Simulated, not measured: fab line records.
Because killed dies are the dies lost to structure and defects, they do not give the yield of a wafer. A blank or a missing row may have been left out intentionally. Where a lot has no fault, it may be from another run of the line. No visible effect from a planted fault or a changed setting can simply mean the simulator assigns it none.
The tool behind it: which one?	flow n5_finfet	route of 1938 steps, sampled at 1 step: 24 lots, 72 wafers

WHAT THE GAUGES READ, wafer by wafer
N5_BEOL_M6_CD_MEAS_35: target cd 40 nm, target cd y 28 nm.
lot	measured	on	cd_nm (nm)
L074	day 8 10:56	cd_sem-02	39.1 39.1 38.9
L076	day 8 23:12	cd_sem-01	40.6 39.4 40.6
L075	day 9 01:34	cd_sem-03	39.5 40.7 39.9
L077	day 9 04:21	cd_sem-01	40.0 40.4 41.3
L078	day 9 11:43	cd_sem-02	39.1 40.0 39.3
L079	day 9 21:20	cd_sem-03	39.0 40.3 39.7
L081	day 10 01:29	cd_sem-02	39.8 40.1 40.0
L080	day 10 07:40	cd_sem-01	39.7 39.0 39.7
L082	day 10 13:13	cd_sem-01	40.8 38.9 39.3
L083	day 10 22:41	cd_sem-02	40.3 39.2 39.9
L084	day 10 23:28	cd_sem-03	38.1 39.0 39.5
L086	day 11 16:22	cd_sem-03	39.8 40.6 40.2
L088	day 11 21:23	cd_sem-02	38.6 39.9 40.3
L085	day 11 21:42	cd_sem-03	38.8 40.6 39.6
L087	day 12 02:09	cd_sem-02	40.3 39.1 39.8
L089	day 12 07:53	cd_sem-01	40.2 39.4 40.6
L091	day 13 00:27	cd_sem-03	40.4 39.3 39.8
L093	day 13 09:38	cd_sem-01	39.6 39.6 39.0
L090	day 13 11:25	cd_sem-03	40.4 39.8 39.6
L092	day 13 20:38	cd_sem-01	40.0 39.1 40.4
L094	day 14 02:53	cd_sem-02	39.4 38.3 40.4
L095	day 14 05:20	cd_sem-03	39.9 39.8 39.9
L096	day 14 10:47	cd_sem-03	40.0 40.3 40.9
L097	day 14 17:50	cd_sem-01	38.8 40.5 40.9

WHAT TOOL EACH LOT RAN ON (gives the tool, then ch and the chambers of the sampled wafers, and finally the start)
The record holds no process step before these readings.

WHAT THE TOOLS THEMSELVES READ (means of the sampled wafers that have a number; where no wafer has one, the mark that the record gives instead)
The record holds no such reading with a usual standard deviation.

THE ANSWER, worked out from the rows above alone
Rule: usual is defined by the lots themselves. The widest of any qualifying gaps counts: lots, ordered by their means at a reading, are off when they make up no more than a third of the lots, leave a main group of 4 or more, and stand apart from it by 3 or more times the standard deviation of that group's means. A main group is skipped when, at the precision printed for the reading in the tables above, its means are all equal. Also off: a lot with no number at a reading for which 4 or more lots have one. Any other lot the step has rows for is counted as sound. After the gauges, taken in route order, come the tools' own readings; for these a lot's mean is taken, as printed above. At the first step where some lot is off, the reading lying furthest off is the one used; lots without a number count as furthest.
No lot is off on any of the readings shown, so nothing can be concluded from this.

WHAT THE SIMULATOR PUT IN
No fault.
